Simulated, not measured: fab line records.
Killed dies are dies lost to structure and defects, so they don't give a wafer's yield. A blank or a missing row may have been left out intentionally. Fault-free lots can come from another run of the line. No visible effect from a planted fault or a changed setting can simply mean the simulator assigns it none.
Comparing a struck lot with a sound one    flow n5-finfet    18 out of 1938 route steps
Sound: wafers L122.1, L122.2, L122.5. Struck: wafer L124.2; the same lot's L124.6 was not struck, so it is left out; see the end for the cause.
For every step that has rows: the tool of each side, followed by ch and its chambers, followed by its first start. Under that, the readings that differ: sound wafers    struck wafers    difference of the means    sigmas: that difference in standard deviations of wafers without a fault.
alike: readings with means less than 2 such deviations apart, plus words and numbers identical on both sides. not compared: withheld readings, readings lacking a value on some wafer, bounds such as >300 that could conceal the same value, and numbers that have no deviation in the record and whose values overlap.
The two part at a step that has a row with sigmas, a row that says differs or no value, or rows on one side only. When numbers do not overlap yet have no deviation, they are printed without sigmas and do not part them. A reading that every wafer of one side lacks parts them only if that side has two wafers or more.

first, 1 step without rows for these wafers: N5_BEOL_M15_DESCUM_33 (chemistry O2, time 7.9 s).
N5_BEOL_M15_ETCH_61: etches BARC in N2/H2, target depth 89 nm, overetch 26.7 nm, time 67.9 s.
  sound on rie-diel-02 ch 2,3, day 15 00:00; struck on rie-diel-06 ch 3, day 16 02:17
  alike: chamber-pressure-mTorr, drypump-motor-current-A, n2-flow-sccm, oes-product-au, rf-vpp-V, showerhead-plenum-p-Torr, throttle-valve-pct
  not compared: rf-hours-counter-h
then, 1 step without rows for these wafers: N5_BEOL_M15_TRENCH_ETCH_34 (etches SiO2 in C4F8/O2/Ar, target depth 872.93 nm, time 199 s).
N5_BEOL_M15_STRIP_36: strips in O2.
  sound on rie-diel-06 ch 1,2, day 15 00:24; struck on rie-diel-06 ch 1, day 16 02:46
  alike: chamber-pressure-mTorr, drypump-motor-current-A, oes-product-au, rf-vpp-V, showerhead-plenum-p-Torr, throttle-valve-pct
  not compared: rf-hours-counter-h
N5_BEOL_M15_STRIP_62: strips in O2.
  sound on rie-diel-06 ch 1,2; struck on rie-diel-06 ch 1
  alike: chamber-pressure-mTorr, drypump-motor-current-A, oes-product-au, rf-vpp-V, showerhead-plenum-p-Torr, throttle-valve-pct
  not compared: rf-hours-counter-h
then, 6 steps without rows for these wafers: N5_BEOL_M15_STRIP_37 (strips in O2); N5_BEOL_M15_ETCH_38 (etches SiCN in CF4/N2, target depth 106.4 nm, time 120.5 s); N5_BEOL_M15_PRECLEAN_39 (cleans in residue remover, time 60 s); N5_BEOL_M15_SRD_40 (time 30 s, dry time 30 s); N5_BEOL_M15_DEGAS_41 (time 60 s); N5_BEOL_M15_PRE_CLEAN_42 (time 30 s).
N5_BEOL_M15_SPUTTER_43: material TaN, target thk 15 nm, time 24.19 s.
  struck on pvd-sputter-01, day 16 03:28; sound on pvd-sputter-03, day 15 01:12
reading                                       sound         struck  difference  sigmas
model.TaN_of_BEOL_M15_SPUTTER_43.thk-nm (nm)  15 14.8 14.8  4.4     -10.5       
  alike: throttle-valve-pct
N5_BEOL_M15_SPUTTER_44: material Ta, target thk 15 nm, time 24.19 s.
  struck on pvd-sputter-01, day 16 03:33; sound on pvd-sputter-03, day 15 01:17
  alike: throttle-valve-pct
then, 2 steps without rows for these wafers: N5_BEOL_M15_SPUTTER_45 (material Cu, target thk 100 nm, time 16.67 s); N5_BEOL_M15_ECD_47 (material Cu, target thk 1860 nm).
N5_BEOL_M15_ANNEAL_48: time 90 s.
  sound on rtp-anneal-02 ch 0, day 15 01:44; struck on rtp-anneal-02 ch 0, day 16 04:23
  alike: wafer_temp_C_max
N5_BEOL_M15_CMP_49: polishes, stops on SiO2, t overpolish 4.9 s, target thk 850 nm.
  sound on cmp-01 ch 0,1,2, day 15 02:04; struck on cmp-04 ch 0, day 16 04:38
reading                       sound           struck  difference  sigmas
barrier-field-endpoint-s (s)  11.5 10.8 10.9  7.3     -3.8        -10
  alike: motor-current-A
N5_BEOL_M15_THK_MEAS_50: measures by xrf.
  struck on film-metro-01, day 16 04:55; sound on film-metro-02, day 15 02:19
  alike: M15_THK

WHERE THEY PART
At N5_BEOL_M15_CMP_49 and nowhere else, as far as this record goes. Later steps at which nothing parts them and some readings are alike: N5_BEOL_M15_THK_MEAS_50.

WHY: the cause the simulator had injected
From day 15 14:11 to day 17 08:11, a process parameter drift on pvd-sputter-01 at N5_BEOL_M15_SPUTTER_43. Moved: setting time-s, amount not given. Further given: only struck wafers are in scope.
